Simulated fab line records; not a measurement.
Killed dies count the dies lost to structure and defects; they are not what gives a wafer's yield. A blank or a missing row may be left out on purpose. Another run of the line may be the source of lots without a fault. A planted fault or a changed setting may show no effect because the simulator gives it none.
Chamber matching | flow n5-finfet | N5_BEOL_M7_ILD_DEP_00 on pecvd-02: 3 sister chambers
The step deposits SiCOH lowk from DEMS/porogen, target thk 179.75 nm, time 33.4 s. 20 wafers are shown with their chamber, then 10 later ones without.

== EACH WAFER AND ITS CHAMBER ==
wafer  | chamber | showerhead-vpp-V (V) | heater-power-w (W) | showerhead-plenum-p-Torr (Torr)
L075.2 | 0       | 1318                 | 377                | 5.768
L075.3 | 2       | 1550                 | 303                | 5.741
L075.5 | 2       | 1550                 | 310                | 5.730
L079.4 | 0       | 1329                 | 318                | 5.775
L079.5 | 2       | 1528                 | 318                | 5.725
L079.6 | 1       | 1334                 | 369                | 5.730
L077.3 | 0       | 1333                 | 383                | 5.757
L077.5 | 0       | 1353                 | 392                | 5.770
L077.6 | 2       | 1520                 | 321                | 5.745
L081.2 | 2       | 1535                 | 299                | 5.739
L081.4 | 2       | 1517                 | 304                | 5.735
L081.5 | 0       | 1351                 | 321                | 5.766
L088.1 | 2       | 1530                 | 279                | 5.757
L088.2 | 0       | 1344                 | 382                | 5.759
L088.4 | 0       | 1338                 | 391                | 5.751
L091.2 | 2       | 1545                 | 261                | 5.745
L091.3 | 1       | 1334                 | 361                | 5.758
L091.6 | 2       | 1555                 | 270                | 5.739
L089.1 | 2       | 1531                 | 257                | 5.727
L089.5 | 0       | 1322                 | 314                | 5.765

SIGNATURES, as means of the wafers listed above
reading                  | chamber 0 | chamber 1 | chamber 2 | scatter within a chamber
showerhead-vpp-V         | 1336.00   | 1334.00   | 1536.10   | 12.7
heater-power-w           | 359.75    | 365.00    | 292.20    | 28.4
showerhead-plenum-p-Torr | 5.76387   | 5.74400   | 5.73830   | 0.00984
Rule: a wafer's distance from a chamber is the root of the sum, over the readings, of the square of ((its reading less the chamber's mean) divided by the reading's scatter). If the next closest chamber is less than 2 further off than the closest, the wafer can't be placed; otherwise it belongs to the closest. The scatter: take each reading less its chamber's mean, square it, sum over the shown wafers, divide by the number of wafers less the number of chambers, and take the root.

== WAFERS WHOSE CHAMBER IS MISSING ==
wafer  | showerhead-vpp-V (V) | heater-power-w (W) | showerhead-plenum-p-Torr (Torr)
L089.6 | 1325                 | 417                | 5.729
L092.1 | 1567                 | 315                | 5.743
L092.2 | 1334                 | 335                | 5.768
L092.3 | 1315                 | 381                | 5.744
L094.2 | 1331                 | 386                | 5.778
L094.3 | 1556                 | 304                | 5.738
L094.4 | 1533                 | 305                | 5.733
L095.1 | 1350                 | 444                | 5.742
L095.4 | 1345                 | 436                | 5.765
L095.5 | 1345                 | 334                | 5.756

== WHICH CHAMBER EACH ONE RAN IN ==
wafer  | from the rows above     | in truth
L089.6 | can't be placed: 1 or 0 | 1
L092.1 | 2                       | 2
L092.2 | can't be placed: 0 or 1 | 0
L092.3 | can't be placed: 1 or 0 | 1
L094.2 | can't be placed: 0 or 1 | 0
L094.3 | 2                       | 2
L094.4 | 2                       | 2
L095.1 | can't be placed: 1 or 0 | 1
L095.4 | can't be placed: 0 or 1 | 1
L095.5 | can't be placed: 0 or 1 | 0
Placed correctly: 3 of 10. Unplaceable from these rows: 7, with the true chamber sitting among the candidates in 7. Wrongly placed: 0.
